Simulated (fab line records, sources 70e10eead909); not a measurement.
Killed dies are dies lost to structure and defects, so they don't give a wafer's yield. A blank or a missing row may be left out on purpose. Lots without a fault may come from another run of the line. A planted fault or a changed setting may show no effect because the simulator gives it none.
Chamber matching | flow nand_harc | NHARC_A_WL_FILL_ALD_02 on ald_metal-01: 4 sister chambers
The step deposits TiN, target thk 2 nm, pulse time 3 s, ald cycles 100. 8 wafers are shown with their chamber, then 7 later ones without.

WAFERS WITH THEIR CHAMBER
wafer  | chamber | heater_power_w (W) | precursor_pulse_height_rel
L272.6 | 2       | 1079               | 1.021
L280.2 | 3       | 976                | 0.989
L280.4 | 2       | 1081               | 1.001
L280.5 | 0       | 950                | 1.027
L285.1 | 0       | 923                | 0.965
L285.5 | 1       | 1267               | 1.033
L283.1 | 3       | 946                | 0.965
L283.4 | 1       | 1279               | 0.991

WAFERS WITHOUT THEIR CHAMBER
wafer  | heater_power_w (W) | precursor_pulse_height_rel
L283.5 | 924                | 0.964
L288.1 | 1270               | 0.991
L288.3 | 1048               | 1.007
L288.5 | 960                | 0.961
L290.1 | 934                | 1.000
L290.4 | 1264               | 0.987
L290.5 | 1266               | 0.978

WHICH CHAMBER EACH WENT THROUGH
wafer  | from the rows above     | in truth
L283.5 | can't be placed: 0 or 3 | 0
L288.1 | 1                       | 1
L288.3 | 2                       | 2
L288.5 | can't be placed: 3 or 0 | 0
L290.1 | can't be placed: 0 or 3 | 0
L290.4 | 1                       | 1
L290.5 | 1                       | 1
Placed correctly: 4 of 7. Can't be placed from these rows: 3 (the true chamber is among the candidates in 3). Placed wrongly: 0.
How it was worked out, from the rows above alone: a wafer's distance from a chamber is the root of the sum, over the readings, of the square of ((its reading less the chamber's mean) divided by the reading's scatter). The wafer belongs to the nearest chamber; if the next one is less than 2 further off, it can't be placed. A chamber's mean is the mean of its shown wafers. The scatter: the root of (the sum of the squares of (reading less its chamber's mean) over the shown wafers, divided by (wafers less chambers)).
